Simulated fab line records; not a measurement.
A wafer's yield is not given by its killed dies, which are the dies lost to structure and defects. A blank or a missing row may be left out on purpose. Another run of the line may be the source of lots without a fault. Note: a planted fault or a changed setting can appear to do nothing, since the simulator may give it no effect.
Which tool did it?    flow nand_harc    36 wafers sampled from 12 lots at 1 step of a route of 1302

WHAT THE GAUGES SHOWED, per wafer
NHARC_A_ONON_D2_THK_MEAS_27: measures by ellipsometry.
lot   measured      on             thk_nm (nm)
L076  day 13 06:04  film_metro-01  1010 1009 1009
L077  day 14 16:31  film_metro-01  1006 1005 1008
L079  day 14 23:52  film_metro-02  1000 998 1001
L082  day 16 02:15  film_metro-01  981 981 978
L084  day 16 19:08  film_metro-01  1011 1012 1012
L085  day 17 10:26  film_metro-01  992 994 993
L087  day 18 19:05  film_metro-01  1011 1013 1010
L089  day 18 22:52  film_metro-01  993 992 992
L091  day 19 22:10  film_metro-01  992 992 995
L093  day 20 15:32  film_metro-01  1002 1002 1003
L095  day 21 18:17  film_metro-01  1006 1005 1004
L097  day 22 09:48  film_metro-01  999 1000 1000

WHAT TOOL EACH LOT RAN ON (gives the tool, then ch and the chambers of the sampled wafers, and finally the start)
There is no process step in the record ahead of these readings.

THE ANSWER, worked out from the rows above alone
Rule: what is usual is taken from the lots themselves. The widest of any qualifying gaps counts: lots, ordered by their means at a reading, are off when they make up no more than a third of the lots, leave a main group of 4 or more, and stand apart from it by 3 or more times the standard deviation of that group's means. If all means in a main group match to the digits the tables above print for the reading, that group is not used. A lot without any number at a reading at which 4 lots or more have one is off too. Where the step has rows for the other lots, those lots are counted as sound.
Nothing can be told from this: no lot is off at any reading shown.

WHAT THE SIMULATOR HAD PUT IN
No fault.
